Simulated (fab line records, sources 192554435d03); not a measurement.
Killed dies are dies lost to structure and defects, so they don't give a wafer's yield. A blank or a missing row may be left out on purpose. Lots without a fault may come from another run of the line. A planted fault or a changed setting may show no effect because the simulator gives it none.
Problem report in the 8D (eight disciplines) form, filled by code | flow n5_finfet | the parts of the form that need people (team, actions taken, sign-off) are left out

1. THE PROBLEM
etch_rf_on_time_s at N5_HKMG_FIN_ETCH_31 reads a mean of 53.5 s on 2 wafers of 2 lots; wafers without a fault read 74.7 s with a standard deviation of 1.8. That is -12 standard deviations from the usual mean.
The step: etches SiARC in CF4, target depth 45.5 nm, time 75.8 s.
First seen on wafer L433.3, day 8 00:28, on rie_diel-02. The record holds 25 wafers of 9 lots with a number at this step. Rule for "out", or "out of limits": more than 4 standard deviations from the usual mean. The other wafers with a number count as sound.

2. WHAT IT IS AND WHAT IT IS NOT
question                    | is                | is not
which readings at this step | etch_rf_on_time_s | cf4_flow_sccm, drypump_motor_current_A, oes_product_au, rf_vpp_V, showerhead_plenum_p_Torr, throttle_valve_pct
which lots                  | L433, L434        | L422, L423, L425, L431, L437, L438, L440
which wafers of those lots  | L433.3, L434.1    | L433.1, L433.2, L434.2, L434.5
read on which tools         | rie_diel-02       | rie_diel-01, rie_diel-03
when                        | from day 8 00:28  | up to then (14 sound wafers); but 9 sound wafers of L434, L437, L438, L440 came after

3. SUSPECTS, AND WHAT RULES EACH OUT
Counting: a tool at a process step up to the reading stays a suspect if it ran every lot that is out. Sound lots after the first of them don't rule it out here, since some wafers of a struck lot are sound.
- plasma_asher-02 at N5_HKMG_FIN_STRIP_60 (strips in N2/H2, time 360 s): kept. It ran every lot that is out, first L433 (day 7 21:57); its last sound lot up to then is L431 (day 7 10:08).
- rie_diel-02 at N5_HKMG_FIN_ETCH_31 (etches SiARC in CF4, target depth 45.5 nm, time 75.8 s): kept. It ran every lot that is out, first L433 (day 8 00:28); its last sound lot up to then is L425 (day 6 01:52). Its own readings are out on those wafers: etch_rf_on_time_s.
- Within rie_diel-02 at N5_HKMG_FIN_ETCH_31: the wafers that are out ran in chamber 0; their sound lot-mates ran in chambers 2, 3.
Left after counting: plasma_asher-02 at N5_HKMG_FIN_STRIP_60, rie_diel-02 at N5_HKMG_FIN_ETCH_31.

4. THE CAUSE (what the simulator had put in)
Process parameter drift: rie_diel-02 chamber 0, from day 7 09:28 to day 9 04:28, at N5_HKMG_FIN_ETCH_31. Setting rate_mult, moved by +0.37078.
Counting left 2 suspects, and this tool is among them.

5. THE CHAIN OF EFFECTS, in route order
Each row: a reading whose mean over the struck wafers that have a number lies more than 3 standard deviations from the usual. Only readings for which the record gives a usual standard deviation are gone through. hours: the time from each lot's start at the first step in this table that gives one to its start at this step, as a median over the lots. sigmas: the change in usual standard deviations.
hours | step                | reading           | usual  | on struck wafers | change | sigmas
0     | N5_HKMG_FIN_ETCH_31 | etch_rf_on_time_s | 74.7 s | 53.5             | -21.2  | -12
The process steps in it:
- N5_HKMG_FIN_ETCH_31: etches SiARC in CF4, target depth 45.5 nm, time 75.8 s.
Later measuring or inspecting steps at which every struck wafer that the step has a row for has a number for every such reading, and none has moved that far: N5_BEOL_M4_RC_MEAS_101.

6. WHAT WOULD HAVE CAUGHT IT SOONER
In this record the first reading out of limits was taken at day 8 00:28, 15 hours after the fault began at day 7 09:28.
